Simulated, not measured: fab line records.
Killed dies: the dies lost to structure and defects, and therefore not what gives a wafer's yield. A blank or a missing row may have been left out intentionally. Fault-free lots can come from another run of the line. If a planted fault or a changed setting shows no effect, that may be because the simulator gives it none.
Matching of chambers | flow nandHarc | NHARC_A_SLIT_ETCH_24 on rieDiel-13 has 4 sister chambers
The step etches the open film in CF4/CHF3, target depth 121 nm, time 60.5 s. 4 wafers are shown with their chamber, then 10 later ones without.

== WAFERS PAIRED WITH THEIR CHAMBERS ==
wafer  | chamber | drypumpMotorCurrentA (A)
L085.1 | 0       | 5.7
L085.2 | 3       | 5.8
L088.2 | 2       | 4.9
L088.4 | 1       | 5.9

== WAFERS WITHOUT THEIR CHAMBER ==
wafer  | drypumpMotorCurrentA (A)
L088.5 | 5.9
L089.1 | 4.9
L089.3 | 5.9
L089.4 | 5.7
L091.2 | 5.7
L091.3 | 5.9
L091.4 | 5.8
L093.1 | 4.8
L093.3 | 5.7
L093.6 | 5.7

== THE CHAMBER EACH PASSED THROUGH ==
wafer  | from the rows above | in truth
L088.5 | 1                   | 1
L089.1 | 2                   | 2
L089.3 | 1                   | 1
L089.4 | 0                   | 0
L091.2 | 0                   | 0
L091.3 | 1                   | 1
L091.4 | 3                   | 3
L093.1 | 2                   | 2
L093.3 | 0                   | 0
L093.6 | 0                   | 0
Correctly placed: 10 of 10. Not placeable from these rows: 0. Placed wrongly: 0.
How it was worked out, from the rows above alone: a wafer's distance from a chamber is the root of the sum, over the readings, of the square of ((its reading less the chamber's mean) divided by the reading's scatter). If the next closest chamber is less than 2 further off than the closest, the wafer can't be placed; otherwise it belongs to the closest. A chamber's mean is the mean of its shown wafers. The scatter (one wafer shown for each chamber): square how far every hidden wafer sits from the nearest shown wafer, average those squares and take the square root.
